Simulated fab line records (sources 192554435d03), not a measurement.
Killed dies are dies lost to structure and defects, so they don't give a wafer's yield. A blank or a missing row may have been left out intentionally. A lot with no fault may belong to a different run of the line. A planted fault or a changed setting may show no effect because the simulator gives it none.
Chamber matching    flow n5Finfet    N5_FIN_CUT_CUT_ETCH_26 on rieDiel-01 has 4 sister chambers
The step etches SiNx in CH3F/O2, target depth 39 nm, time 55.7 s. 14 wafers are shown with their chamber, then 7 later ones without.

## WAFERS WITH THEIR CHAMBER
wafer   chamber  drypumpMotorCurrentA (A)  throttleValvePct (%)  oesProductAu (a.u.)
L074.1  1        6.0                       16.28                 0.67
L074.2  0        5.1                       16.19                 0.97
L074.6  0        5.1                       16.20                 0.97
L078.3  3        5.4                       16.21                 1.00
L078.5  3        5.4                       16.20                 0.99
L078.6  2        5.5                       16.52                 0.71
L080.3  2        5.6                       16.53                 0.72
L080.5  2        5.5                       16.54                 0.72
L080.6  0        5.1                       16.21                 0.93
L081.1  0        5.1                       16.22                 0.92
L081.3  3        5.4                       16.20                 0.98
L081.5  2        5.6                       16.54                 0.73
L087.1  1        6.0                       15.83                 0.91
L087.3  3        5.4                       16.23                 0.92

SIGNATURES (means of the wafers above)
reading               chamber 0  chamber 1  chamber 2  chamber 3  scatter within a chamber
drypumpMotorCurrentA  5.100      6.000      5.550      5.400      0.0316
throttleValvePct      16.2050    16.0550    16.5325    16.2100    0.101
oesProductAu          0.9475     0.7900     0.7200     0.9725     0.0591
Rule: a wafer's distance from a chamber is the root of the sum, over the readings, of the square of ((its reading less the chamber's mean) divided by the reading's scatter). If the next closest chamber is less than 2 further off than the closest, the wafer can't be placed; otherwise it belongs to the closest. The scatter: the root of (the sum of the squares of (reading less its chamber's mean) over the shown wafers, divided by (wafers less chambers)).

## WAFERS MISSING THEIR CHAMBER
wafer   drypumpMotorCurrentA (A)  throttleValvePct (%)  oesProductAu (a.u.)
L087.5  5.4                       16.22                 0.92
L091.2  5.1                       16.25                 0.90
L091.4  6.0                       15.83                 0.91
L091.5  5.5                       16.58                 0.70
L096.3  6.0                       15.85                 0.88
L096.4  5.0                       16.27                 0.88
L096.5  5.5                       16.57                 0.69

## THE CHAMBER EACH PASSED THROUGH
wafer   from the rows above  in truth
L087.5  3                    3
L091.2  0                    0
L091.4  1                    1
L091.5  2                    2
L096.3  1                    1
L096.4  0                    0
L096.5  2                    2
Correct placement for 7 of the 7. Left unplaced by these rows: 0. Number placed wrongly: 0.
